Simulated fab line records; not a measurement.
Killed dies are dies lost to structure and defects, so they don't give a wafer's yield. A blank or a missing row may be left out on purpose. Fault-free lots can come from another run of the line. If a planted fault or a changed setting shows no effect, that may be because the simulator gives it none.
Matching of chambers | flow n5_finfet | N5_HKMG_FIN_ALD_74 on ald_hk-02 has 4 sister chambers
The step deposits La2O3, target thk 0.5 nm, pulse time 6 s, co reactant pulse time 1 s. 24 wafers are shown with their chamber, then 12 later ones without.

WAFERS WITH THEIR CHAMBER
wafer  | chamber | heater_power_w (W) | precursor_pulse_height_rel
L075.1 | 2       | 281                | 0.972
L075.2 | 3       | 355                | 1.000
L075.3 | 0       | 386                | 0.991
L075.4 | 1       | 420                | 0.998
L075.5 | 3       | 354                | 1.002
L075.6 | 2       | 277                | 0.998
L076.1 | 2       | 281                | 1.017
L076.2 | 1       | 403                | 1.005
L076.3 | 0       | 384                | 1.018
L076.4 | 3       | 354                | 1.028
L076.5 | 3       | 355                | 0.990
L076.6 | 2       | 290                | 1.012
L078.1 | 2       | 282                | 0.993
L078.2 | 3       | 343                | 1.026
L078.3 | 1       | 418                | 0.996
L078.4 | 0       | 379                | 0.951
L078.5 | 3       | 352                | 0.981
L078.6 | 0       | 374                | 0.957
L083.1 | 3       | 354                | 0.989
L083.2 | 2       | 282                | 1.002
L083.3 | 0       | 380                | 1.002
L083.4 | 1       | 419                | 1.005
L083.5 | 3       | 359                | 0.990
L083.6 | 0       | 377                | 0.996

SIGNATURES (averages over the wafers above)
reading                    | chamber 0 | chamber 1 | chamber 2 | chamber 3 | scatter within a chamber
heater_power_w             | 380.00    | 415.00    | 282.17    | 353.25    | 5.15
precursor_pulse_height_rel | 0.98583   | 1.00100   | 0.99900   | 1.00075   | 0.0186
Rule: for a wafer and a chamber, the distance is found by dividing, reading by reading, the gap between the wafer's reading and the chamber's mean by the reading's scatter, squaring, summing and taking the root. The wafer belongs to the nearest chamber; if the next one is less than 2 further off, it can't be placed. The scatter: the root of (the sum of the squares of (reading less its chamber's mean) over the shown wafers, divided by (wafers less chambers)).

WAFERS WHOSE CHAMBER IS MISSING
wafer  | heater_power_w (W) | precursor_pulse_height_rel
L086.3 | 383                | 0.997
L086.5 | 409                | 0.965
L086.6 | 380                | 0.979
L087.2 | 416                | 0.979
L087.4 | 378                | 0.979
L087.5 | 342                | 1.000
L088.2 | 413                | 1.008
L088.3 | 353                | 1.031
L088.6 | 351                | 1.039
L094.3 | 405                | 0.982
L094.4 | 342                | 1.037
L094.6 | 352                | 0.985

THE CHAMBER EACH PASSED THROUGH
wafer  | from the rows above | in truth
L086.3 | 0                   | 0
L086.5 | 1                   | 1
L086.6 | 0                   | 0
L087.2 | 1                   | 1
L087.4 | 0                   | 0
L087.5 | 3                   | 3
L088.2 | 1                   | 1
L088.3 | 3                   | 3
L088.6 | 3                   | 3
L094.3 | 1                   | 1
L094.4 | 3                   | 3
L094.6 | 3                   | 3
Correct placement for 12 of the 12. Left unplaced by these rows: 0. Placed wrongly: 0.
